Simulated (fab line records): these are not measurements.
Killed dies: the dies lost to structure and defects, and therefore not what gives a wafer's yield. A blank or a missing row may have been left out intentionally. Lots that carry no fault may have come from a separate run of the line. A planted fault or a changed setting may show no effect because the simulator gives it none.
fab line records | flow n5Finfet
record: lots: 5 | wafers: 15 | lastDay: 19
route steps=1938 shown BEOL_M4@1071 PASSIVATION@1936
lots that met no fault: from a run of the same line without faults
startH: hours from the record's first day to the start of the lot's first wafer shown | waitH: hours elapsed since this lot's preceding step | " same as the row above | L1.1+2: several wafers, shown together as one row | - no value, or no start given | * or withheld: withheld | < > ~ a bound
route shown NAME@n: names a module that has steps shown in the file, with the first one's number in the route | usual: mean/standard deviation taken from wafers without a fault | same: alike in all rows | chamber/n: place in a boat | sites: each site's reading | _std_site: how widely they spread, as a standard deviation | _edge_site: outer sites' mean less inner sites' | radiusMm: for every site, how far away it sits from the centre of the wafer | mask NAME#n: copy n | behind: the most recent tool/chamber to have shaped the wafer | hold: the reason the lot was held/the length of the hold in hours/how it ended | device: whichever transistor did not switch (one of n, p or np) | end of line: the route-end tests of the same wafers | a step without rows: its recipe alone | killed: dies lost to structure and defects at the first sort, not the wafer's yield | map: a wafer's dies, marking killed ones x, the rest . and places with no die _
set.NAME: setting as actually run; set.NAME@STEP: the setting as run at that earlier step | model.NAME: the simulator's own value behind a step, which no gauge read
lots at selected steps of the route; one table per step, one row per wafer
services: the hour from which a tool's chamber was out of use, counted from the record's first day as startH (under 0 if before that day), plus the number of hours and why
== steps ==
step: N5_BEOL_M4_ETCH_41
recipe: chemistry: CH3F/O2 | target: SiCN | targetDepthA: 299 | taperDeg: 2 | timeS: 52.5 | ionEnergyEv: 120 | maskMaterial: TiN | pressureMtorr: 30 | sourceW: 395 | biasW: 75 | Ar_flow_sccm: 150 | CH3F_flow_sccm: 30 | O2_flow_sccm: 20
step: N5_BEOL_M4_STRIP_97
recipe: chemistry: N2/H2 | timeS: 10 | powerW: 450 | tempC: 40 | pressureMtorr: 20 | rfFrequencyHz: 6e+07 | biasPowerW: 7 | n2FlowSccm: 200 | h2FlowSccm: 200
step: N5_BEOL_M4_HM_STRIP_39
recipe: chemistry: peroxideTinStrip | material: TiN | targetDepthA: 250 | tempC: 50 | timeS: 158
step: N5_BEOL_M4_SRD_40
recipe: timeS: 30 | tempC: 23 | rinseLiquid: diw | dry: ipaMarangoni
step: N5_BEOL_M4_PRECLEAN_42
recipe: chemistry: residueRemover | timeS: 60 | tempC: 40
step: N5_BEOL_M4_SRD_43
recipe: timeS: 30 | tempC: 23 | rinseLiquid: diw | dry: ipaMarangoni
step: N5_BEOL_M4_DEGAS_44
recipe: ambient: vacuum | tempC: 250 | timeS: 60
step: N5_BEOL_M4_PRE_CLEAN_45
recipe: gas: H2/He | timeS: 30 | tempC: 250
step: N5_BEOL_M4_ALD_84
recipe: material: TaN | targetThkA: * | tempC: 275 | aldPrecursorFamily: PDMAT | aldCoReactant: NH3 | pressureTorr: 3 | carrierFlowSccm: 1500 | pulseTimeS: 2 | purgeTimeS: 3 | coReactantPurgeTimeS: 2 | coReactantPulseTimeS: 3 | aldCycles: 30 | precursorVesselTempC: 75 | precursorVesselPressureTorr: 26.25 | precursorVesselCarrierSccm: 1000
step: N5_BEOL_M4_SURFACE_TREAT_85
recipe: gas: Ar | timeS: * | ionEnergyEv: * | ionCurrentMaCm2: 0.5 | pressureMtorr: * | arFlowSccm: 30
step: N5_BEOL_M4_CVD_47
recipe: material: Co | targetThkA: 30 | tempC: withheld | precursor: CCTBA/H2 | pressureTorr: 30 | timeS: 223.8
usual: chamberPressureTorr: 30.00/0.061 | runLengthS: 246.9/0.38
lot.wafer | tool     | chamber | startH | waitH | chamberPressureTorr | runLengthS
L863.1    | cvdCo-02 | 2       | 219.42 | 0.1   | -                   | -
L863.4    | "        | 2       | "      | "     | -                   | -
L863.5    | "        | 1       | "      | "     | -                   | -
L861.1    | cvdCo-02 | 0       | 229.78 | 0.0   | -                   | -
L861.2    | "        | 1       | "      | "     | -                   | -
L861.4    | "        | 2       | "      | "     | -                   | -
L862.1    | cvdCo-01 | 2       | 230.01 | 0.0   | -                   | -
L862.3    | "        | 1       | "      | "     | -                   | -
L862.6    | "        | 0       | "      | "     | -                   | -
L872.1    | cvdCo-01 | 0       | 277.83 | 0.1   | 30.06               | 246.9
L872.3    | "        | 1       | "      | "     | 29.96               | 246.7
L872.4    | "        | 2       | "      | "     | 30.00               | 246.8
L876.1    | cvdCo-01 | 1       | 326.00 | 0.1   | 29.97               | 246.4
L876.2    | "        | 2       | "      | "     | 30.06               | 246.2
L876.3    | "        | 0       | "      | "     | 29.92               | 246.7
step: N5_BEOL_M4_SPUTTER_48
recipe: material: Cu | targetThkA: 45 | tempC: -20 | chamberPressurePa: 0.07 | powerW: withheld | timeS: 8.29
step: N5_BEOL_M4_ANNEAL_49
recipe: tempC: 400 | timeS: 240 | ambient: vacuum
step: N5_BEOL_M4_SPUTTER_79
recipe: material: Cu | targetThkA: 45 | tempC: -20 | chamberPressurePa: 0.07 | powerW: withheld | timeS: 8.29
step: N5_BEOL_M4_ANNEAL_80
recipe: tempC: 400 | timeS: 240 | ambient: vacuum
step: N5_BEOL_M4_SPUTTER_81
recipe: material: Cu | targetThkA: 45 | tempC: -20 | chamberPressurePa: 0.07 | powerW: withheld | timeS: 8.29
step: N5_BEOL_M4_ANNEAL_82
recipe: tempC: 400 | timeS: 240 | ambient: vacuum
step: N5_BEOL_M4_SPUTTER_86
recipe: material: Cu | targetThkA: 45 | tempC: -20 | chamberPressurePa: 0.07 | powerW: withheld | timeS: 8.29
step: N5_BEOL_M4_ANNEAL_87
recipe: tempC: 400 | timeS: 240 | ambient: vacuum
step: N5_BEOL_M4_SPUTTER_88
recipe: material: Cu | targetThkA: 45 | tempC: -20 | chamberPressurePa: 0.07 | powerW: withheld | timeS: 8.29
step: N5_BEOL_M4_ANNEAL_89
recipe: tempC: 400 | timeS: 240 | ambient: vacuum
step: N5_BEOL_M4_SPUTTER_90
recipe: material: Cu | targetThkA: 45 | tempC: -20 | chamberPressurePa: 0.07 | powerW: withheld | timeS: 8.29
step: N5_BEOL_M4_ANNEAL_91
recipe: tempC: 400 | timeS: 240 | ambient: vacuum
step: N5_BEOL_M4_SPUTTER_92
recipe: material: Cu | targetThkA: 45 | tempC: -20 | chamberPressurePa: 0.07 | powerW: withheld | timeS: 8.29
step: N5_BEOL_M4_ANNEAL_93
recipe: tempC: 400 | timeS: 240 | ambient: vacuum
step: N5_BEOL_M4_SPUTTER_94
recipe: material: Cu | targetThkA: 45 | tempC: -20 | chamberPressurePa: 0.07 | powerW: withheld | timeS: 8.29
step: N5_BEOL_M4_ANNEAL_95
recipe: tempC: 400 | timeS: 240 | ambient: vacuum
step: N5_BEOL_M4_SPUTTER_96
recipe: material: Cu | targetThkA: 45 | tempC: -20 | chamberPressurePa: 0.07 | powerW: withheld | timeS: 8.29
step: N5_BEOL_M4_ECD_50
recipe: material: Cu | targetThkA: 3000
step: N5_BEOL_M4_ANNEAL_51
recipe: tempC: 225 | timeS: 90 | ambient: N2
step: N5_BEOL_M4_CMP_52
recipe: stopOn: SiOC | tOverpolishS: 6.8 | downForcePsi: 1 | platenRpm: 50 | clearingPlatenDownForcePsi: 1.5 | clearingPlatenRpm: 50 | postCmpClean: cuAlkaline | targetThkNm: 40 | clearingPlatenPadVelocityMS: 0.99484 | padVelocityMS: 0.99484
usual: barrierFieldEndpointS: 24.7/0.6 | clearingPlatenRpm: 49.999/0.025 | motorCurrentA: 6.0/0.48
lot.wafer | tool   | chamber | startH | waitH | barrierFieldEndpointS | clearingPlatenRpm | motorCurrentA | model.Cu_of_BEOL_M4_ECD_50.thkNm
L863.4    | cmp-04 | 0       | 224.10 | 0.1   | 21.7                  | 49.957            | 6.2           | 43.6
L863.1    | "      | 1       | "      | "     | 20.9                  | 50.014            | 6.0           | 41.4
L863.5    | "      | 1       | "      | "     | 21.1                  | 50.006            | 6.2           | 43.2
L861.2    | cmp-02 | 1       | 232.24 | 0.2   | 21.2                  | 50.017            | 6.1           | 45.4
L861.4    | "      | 3       | "      | "     | 20.7                  | 50.002            | 5.3           | 44.6
L861.1    | "      | 0       | "      | "     | 20.5                  | 50.011            | 5.2           | 43.8
L862.3    | cmp-01 | 1       | 232.57 | 0.2   | 21.3                  | 50.032            | 6.8           | 44.4
L862.1    | "      | 0       | "      | "     | 20.3                  | 50.000            | 6.5           | 43.6
L862.6    | "      | 2       | "      | "     | 21.0                  | 49.973            | 6.0           | 42
L872.1    | cmp-02 | 3       | 281.95 | 0.3   | 24.9                  | 50.013            | 5.3           | 42.2
L872.3    | "      | 0       | "      | "     | 25.1                  | 49.977            | 5.2           | 41
L872.4    | "      | 2       | "      | "     | 25.2                  | 49.977            | 6.0           | 41
L876.1    | cmp-04 | 1       | 328.45 | 0.3   | 24.9                  | 49.995            | 6.1           | 38.2
L876.3    | "      | 2       | "      | "     | 24.8                  | 49.972            | 5.9           | 38.4
L876.2    | "      | 3       | "      | "     | 24.7                  | 49.999            | 5.8           | 38.2
step: N5_BEOL_M4_RC_MEAS_101
usual: DIBL_N: 36.2/1.2 | DIBL_P: 36.3/1.3 | IOFF_N: 0.155/0.019 | IOFF_P: 0.210/0.029 | ION_N: 677/8.6 | ION_P: 465/6.8 | SS_N: 71.4/0.48 | SS_P: 73.2/0.53 | VT_N: 249.9/2.4 | VT_P: -250/3.2
lot.wafer | tool      | chamber | startH | waitH | DIBL_N[mV/V] | DIBL_P[mV/V] | IOFF_N[nA/um] | IOFF_P[nA/um] | ION_N[uA/um] | ION_P[uA/um] | SS_N[mV/dec] | SS_P[mV/dec] | VT_N[mV] | VT_P[mV]
L872.1    | prober-02 | 0       | 282.57 | 0.0   | 36.9         | 37.8         | 0.164         | 0.219         | 684          | 464          | 71.5         | 73.7         | 249.1    | -249
L872.3    | "         | 0       | "      | "     | 37.7         | 38.4         | 0.173         | 0.227         | 672          | 463          | 71.7         | 73.7         | 250.5    | -250
L872.4    | "         | 0       | "      | "     | 35.5         | 35.9         | 0.133         | 0.198         | 669          | 461          | 71.0         | 74.0         | 252.9    | -251
L876.1    | prober-02 | 0       | 329.04 | 0.0   | 36.2         | 35.4         | 0.151         | 0.202         | 671          | 464          | 71.4         | 73.1         | 249.5    | -252
L876.2    | "         | 0       | "      | "     | 35.7         | 35.3         | 0.148         | 0.196         | 665          | 455          | 71.2         | 72.5         | 251.8    | -252
L876.3    | "         | 0       | "      | "     | 38.5         | 37.9         | 0.202         | 0.232         | 680          | 461          | 72.1         | 74.5         | 247.8    | -252
step: N5_PASSIVATION_PROBE_49
usual: defectLimitedYield: 91.2/1.4 | killed_at_M0_to_M3: 34/10 | killed_at_M4_up: 13/5.1 | killedAtContacts: 12/6.5 | killedAtFrontEnd: 41/11 | killedAtOther: 4/3.3 | killedDies: 104/16 | killedOnRim: 14/3.9 | killedOpen: 69/13 | killedShort: 33/7 | sort_bin_5_function: 5.1/0.91 | sort_bin_6_memory: 3.3/0.69 | sortNPass: 1076/16 | sortYieldPct: 91.2/1.4
same: grossDies: 1180 | killedAtBackSide: 0 | sort_bin_4_leakage[%]: 0 | sort_bin_8_speed[%]: 0
lot.wafer | tool      | chamber | startH | waitH | defectLimitedYield[%] | killed_at_M0_to_M3 | killed_at_M4_up | killedAtContacts | killedAtFrontEnd | killedAtOther | killedDies | killedOnRim | killedOpen | killedShort | sort_bin_5_function[%] | sort_bin_6_memory[%] | sortNPass | sortYieldPct[%]
L863.1    | prober-01 | -       | 328.27 | 0.0   | 0                     | 28                 | 1129            | 4                | 17               | 2             | 1180       | 152         | 32         | 24          | 92.3                   | 7.5                  | 0         | 0
L863.4    | prober-01 | -       | 328.42 | 0.2   | 0                     | 40                 | 1101            | 12               | 25               | 2             | 1180       | 152         | 55         | 25          | 90.8                   | 8.7                  | 0         | 0
L863.5    | prober-01 | -       | 328.47 | 0.2   | 0                     | 45                 | 1103            | 12               | 19               | 1             | 1180       | 152         | 56         | 31          | 88.2                   | 11.6                 | 0         | 0
L861.1    | prober-01 | -       | 339.53 | 0.0   | 0                     | 38                 | 1072            | 15               | 55               | 0             | 1180       | 152         | 92         | 26          | 88.6                   | 11.3                 | 0         | 0
L861.2    | prober-01 | -       | 339.58 | 0.1   | 0                     | 32                 | 1090            | 15               | 41               | 2             | 1180       | 152         | 81         | 29          | 89.9                   | 10.0                 | 0         | 0
L861.4    | prober-01 | -       | 339.68 | 0.2   | 0                     | 39                 | 1100            | 17               | 22               | 2             | 1180       | 152         | 61         | 34          | 89.1                   | 10.5                 | 0         | 0
L862.1    | prober-02 | -       | 343.48 | 0.8   | 0                     | 16                 | 1118            | 18               | 24               | 4             | 1180       | 152         | 45         | 21          | 91.8                   | 8.1                  | 0         | 0
L862.3    | prober-02 | -       | 343.58 | 0.9   | 0                     | 17                 | 1103            | 20               | 40               | 0             | 1180       | 152         | 55         | 31          | 90.5                   | 9.2                  | 0         | 0
L862.6    | prober-02 | -       | 343.73 | 1.0   | 0                     | 20                 | 1091            | 11               | 56               | 2             | 1180       | 152         | 78         | 17          | 89.4                   | 10.6                 | 0         | 0
killed by level:class
L863.1 BEOL_M4:areaCvd=867 BEOL_M4:interfaceVoidOpened=256 BEOL_M2:geometricParticle:open=6 BEOL_M0_SAQP:geometricParticle:open=5 BEOL_M0_SAQP:geometricParticle:short=5 BEOL_M0:geometricParticle:short=4 MOL_CONTACT_COAG:geometricParticle:open=4 ILD0:geometricParticle:short=3
L863.4 BEOL_M4:areaCvd=840 BEOL_M4:interfaceVoidOpened=257 MOL_CONTACT_COAG:geometricParticle:open=11 BEOL_M0_SAQP:geometricParticle:short=10 BEOL_M0_SAQP:geometricParticle:open=9 BEOL_M2:geometricParticle:open=8 GATE_CUT:geometricParticle:short=6 FIN_SAQP:geometricParticle:open=5
L863.5 BEOL_M4:areaCvd=842 BEOL_M4:interfaceVoidOpened=250 BEOL_M0_SAQP:geometricParticle:open=13 BEOL_M0_SAQP:geometricParticle:short=13 MOL_CONTACT_COAG:geometricParticle:open=9 BEOL_M2:geometricParticle:open=8 BEOL_M4:geometricParticle:open=7 FIN_SAQP:geometricParticle:open=4
L861.1 BEOL_M4:areaCvd=822 BEOL_M4:interfaceVoidOpened=235 FIN_SAQP:geometricParticle:open=24 BEOL_M2:geometricParticle:open=14 MOL_CONTACT_COAG:geometricParticle:open=13 STI_FIN_REVEAL:geometricParticle:open=11 BEOL_M0_SAQP:geometricParticle:short=8 BEOL_M4:geometricParticle:open=8
L861.2 BEOL_M4:areaCvd=837 BEOL_M4:interfaceVoidOpened=233 MOL_CONTACT_COAG:geometricParticle:open=12 BEOL_M1:geometricParticle:open=8 FIN_SAQP:geometricParticle:open=7 FIN_SAQP:geometricParticle:short=7 STI_FIN_REVEAL:geometricParticle:open=7 DUMMY_GATE:geometricParticle:open=7
L861.4 BEOL_M4:areaCvd=845 BEOL_M4:interfaceVoidOpened=239 MOL_CONTACT_COAG:geometricParticle:open=15 BEOL_M0_SAQP:geometricParticle:short=11 BEOL_M1:geometricParticle:open=8 BEOL_M2:geometricParticle:open=7 BEOL_M3:geometricParticle:open=7 BEOL_M4:geometricParticle:open=5
L862.1 BEOL_M4:areaCvd=871 BEOL_M4:interfaceVoidOpened=241 MOL_CONTACT_COAG:geometricParticle:open=13 MOL_CONTACT_COAG:geometricParticle:short=5 BEOL_M1:geometricParticle:open=5 FIN_SAQP:geometricParticle:open=4 STI_FIN_REVEAL:geometricParticle:open=4 GATE_CUT:geometricParticle:short=4
L862.3 BEOL_M4:areaCvd=835 BEOL_M4:interfaceVoidOpened=257 MOL_CONTACT_COAG:geometricParticle:open=16 FIN_SAQP:geometricParticle:short=11 STI_FIN_REVEAL:geometricParticle:open=9 FIN_SAQP:geometricParticle:open=5 MOL_CONTACT_COAG:geometricParticle:short=4 BEOL_M0_SAQP:geometricParticle:short=4
L862.6 BEOL_M4:areaCvd=843 BEOL_M4:interfaceVoidOpened=242 FIN_SAQP:geometricParticle:open=20 STI_FIN_REVEAL:geometricParticle:open=20 MOL_CONTACT_COAG:geometricParticle:open=9 BEOL_M1:geometricParticle:open=7 BEOL_M2:geometricParticle:open=5 BEOL_M3:geometricParticle:open=4
map L861.1 (x killed, . not)
_________________xxxxxxxxxxxx________________
______________xxxxxxxxxxxxxxxxxx_____________
___________xxxxxxxxxxxxxxxxxxxxxxxx__________
__________xxxxxxxxxxxxxxxxxxxxxxxxxx_________
________xxxxxxxxxxxxxxxxxxxxxxxxxxxxxx_______
_______xxxxxxxxxxxxxxxxxxxxxxxxxxxxxxxx______
______xxxxxxxxxxxxxxxxxxxxxxxxxxxxxxxxxx_____
_____xxxxxxxxxxxxxxxxxxxxxxxxxxxxxxxxxxxx____
____xxxxxxxxxxxxxxxxxxxxxxxxxxxxxxxxxxxxxx___
___xxxxxxxxxxxxxxxxxxxxxxxxxxxxxxxxxxxxxxxx__
___xxxxxxxxxxxxxxxxxxxxxxxxxxxxxxxxxxxxxxxx__
__xxxxxxxxxxxxxxxxxxxxxxxxxxxxxxxxxxxxxxxxxx_
__xxxxxxxxxxxxxxxxxxxxxxxxxxxxxxxxxxxxxxxxxx_
_xxxxxxxxxxxxxxxxxxxxxxxxxxxxxxxxxxxxxxxxxxxx
_xxxxxxxxxxxxxxxxxxxxxxxxxxxxxxxxxxxxxxxxxxxx
_xxxxxxxxxxxxxxxxxxxxxxxxxxxxxxxxxxxxxxxxxxxx
_xxxxxxxxxxxxxxxxxxxxxxxxxxxxxxxxxxxxxxxxxxxx
_xxxxxxxxxxxxxxxxxxxxxxxxxxxxxxxxxxxxxxxxxxxx
_xxxxxxxxxxxxxxxxxxxxxxxxxxxxxxxxxxxxxxxxxxxx
_xxxxxxxxxxxxxxxxxxxxxxxxxxxxxxxxxxxxxxxxxxxx
_xxxxxxxxxxxxxxxxxxxxxxxxxxxxxxxxxxxxxxxxxxxx
__xxxxxxxxxxxxxxxxxxxxxxxxxxxxxxxxxxxxxxxxxx_
__xxxxxxxxxxxxxxxxxxxxxxxxxxxxxxxxxxxxxxxxxx_
___xxxxxxxxxxxxxxxxxxxxxxxxxxxxxxxxxxxxxxxx__
___xxxxxxxxxxxxxxxxxxxxxxxxxxxxxxxxxxxxxxxx__
____xxxxxxxxxxxxxxxxxxxxxxxxxxxxxxxxxxxxxx___
_____xxxxxxxxxxxxxxxxxxxxxxxxxxxxxxxxxxxx____
______xxxxxxxxxxxxxxxxxxxxxxxxxxxxxxxxxx_____
_______xxxxxxxxxxxxxxxxxxxxxxxxxxxxxxxx______
________xxxxxxxxxxxxxxxxxxxxxxxxxxxxxx_______
__________xxxxxxxxxxxxxxxxxxxxxxxxxx_________
___________xxxxxxxxxxxxxxxxxxxxxxxx__________
______________xxxxxxxxxxxxxxxxxx_____________
_________________xxxxxxxxxxxx________________
map L862.1 (x killed, . not)
_________________xxxxxxxxxxxx________________
______________xxxxxxxxxxxxxxxxxx_____________
___________xxxxxxxxxxxxxxxxxxxxxxxx__________
__________xxxxxxxxxxxxxxxxxxxxxxxxxx_________
________xxxxxxxxxxxxxxxxxxxxxxxxxxxxxx_______
_______xxxxxxxxxxxxxxxxxxxxxxxxxxxxxxxx______
______xxxxxxxxxxxxxxxxxxxxxxxxxxxxxxxxxx_____
_____xxxxxxxxxxxxxxxxxxxxxxxxxxxxxxxxxxxx____
____xxxxxxxxxxxxxxxxxxxxxxxxxxxxxxxxxxxxxx___
___xxxxxxxxxxxxxxxxxxxxxxxxxxxxxxxxxxxxxxxx__
___xxxxxxxxxxxxxxxxxxxxxxxxxxxxxxxxxxxxxxxx__
__xxxxxxxxxxxxxxxxxxxxxxxxxxxxxxxxxxxxxxxxxx_
__xxxxxxxxxxxxxxxxxxxxxxxxxxxxxxxxxxxxxxxxxx_
_xxxxxxxxxxxxxxxxxxxxxxxxxxxxxxxxxxxxxxxxxxxx
_xxxxxxxxxxxxxxxxxxxxxxxxxxxxxxxxxxxxxxxxxxxx
_xxxxxxxxxxxxxxxxxxxxxxxxxxxxxxxxxxxxxxxxxxxx
_xxxxxxxxxxxxxxxxxxxxxxxxxxxxxxxxxxxxxxxxxxxx
_xxxxxxxxxxxxxxxxxxxxxxxxxxxxxxxxxxxxxxxxxxxx
_xxxxxxxxxxxxxxxxxxxxxxxxxxxxxxxxxxxxxxxxxxxx
_xxxxxxxxxxxxxxxxxxxxxxxxxxxxxxxxxxxxxxxxxxxx
_xxxxxxxxxxxxxxxxxxxxxxxxxxxxxxxxxxxxxxxxxxxx
__xxxxxxxxxxxxxxxxxxxxxxxxxxxxxxxxxxxxxxxxxx_
__xxxxxxxxxxxxxxxxxxxxxxxxxxxxxxxxxxxxxxxxxx_
___xxxxxxxxxxxxxxxxxxxxxxxxxxxxxxxxxxxxxxxx__
___xxxxxxxxxxxxxxxxxxxxxxxxxxxxxxxxxxxxxxxx__
____xxxxxxxxxxxxxxxxxxxxxxxxxxxxxxxxxxxxxx___
_____xxxxxxxxxxxxxxxxxxxxxxxxxxxxxxxxxxxx____
______xxxxxxxxxxxxxxxxxxxxxxxxxxxxxxxxxx_____
_______xxxxxxxxxxxxxxxxxxxxxxxxxxxxxxxx______
________xxxxxxxxxxxxxxxxxxxxxxxxxxxxxx_______
__________xxxxxxxxxxxxxxxxxxxxxxxxxx_________
___________xxxxxxxxxxxxxxxxxxxxxxxx__________
______________xxxxxxxxxxxxxxxxxx_____________
_________________xxxxxxxxxxxx________________
== services ==
tool     | chamber | startH | hours | kind
cvdCo-02 | 2       | 198.84 | 5.5   | repair
cmp-04   | -       | 199.97 | 3.2   | repair
cvdCo-01 | -       | 216.40 | 0.4   | repair
cmp-01   | -       | 217.95 | 2.7   | repair
cvdCo-01 | -       | 247.49 | 6.9   | pm
cmp-04   | -       | 292.86 | 3.3   | pm
cmp-04   | -       | 300.09 | 4.0   | pm
cmp-04   | -       | 304.09 | -     | consumableReplace:conditioner
cmp-04   | -       | 304.09 | -     | consumableReplace:pad
cmp-01   | -       | 308.32 | 0.7   | repair
cmp-02   | -       | 324.23 | 1.2   | repair
== key ==
firstSign: step: N5_BEOL_M4_CVD_47 | reading: toolRecord | direction: missing
effect: step: N5_BEOL_M4_CMP_52 | reading: barrierFieldEndpointS | direction: down | sigmas: 6.3 | usual: 24.7 | struck: 21.0
effect: step: N5_PASSIVATION_PROBE_49 | reading: killed_at_M4_up | direction: up | sigmas: 99+ | usual: 13 | struck: 1101
modelEffect: step: N5_BEOL_M4_CMP_52 | value: Cu_of_BEOL_M4_ECD_50.thkNm | without: 40.53 | struck: 43.56
moreKillsBornAt: N5_BEOL_M4_CVD_47@cvdCo-02: 5052 | N5_BEOL_M4_CVD_47@cvdCo-01: 2549
metAt N5_BEOL_M4_CVD_47
struckWafers L861.1,L861.2,L861.4,L862.1,L862.3,L862.6,L863.1,L863.4,L863.5
laterRowsLeftOut L861.1,L861.2,L861.4,L862.1,L862.3,L862.6,L863.1,L863.4,L863.5
fault: kind: skippedStepWhole | tool: cvdCo-01,cvdCo-02 | chamber: - | onsetH: 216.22 | steps: N5_BEOL_M4_CVD_47 | scope: struckLotsOnly
laterRowsLeftOut: the simulator's readings of these wafers behind a module that went badly wrong aren't trusted and aren't shown, but for the sort
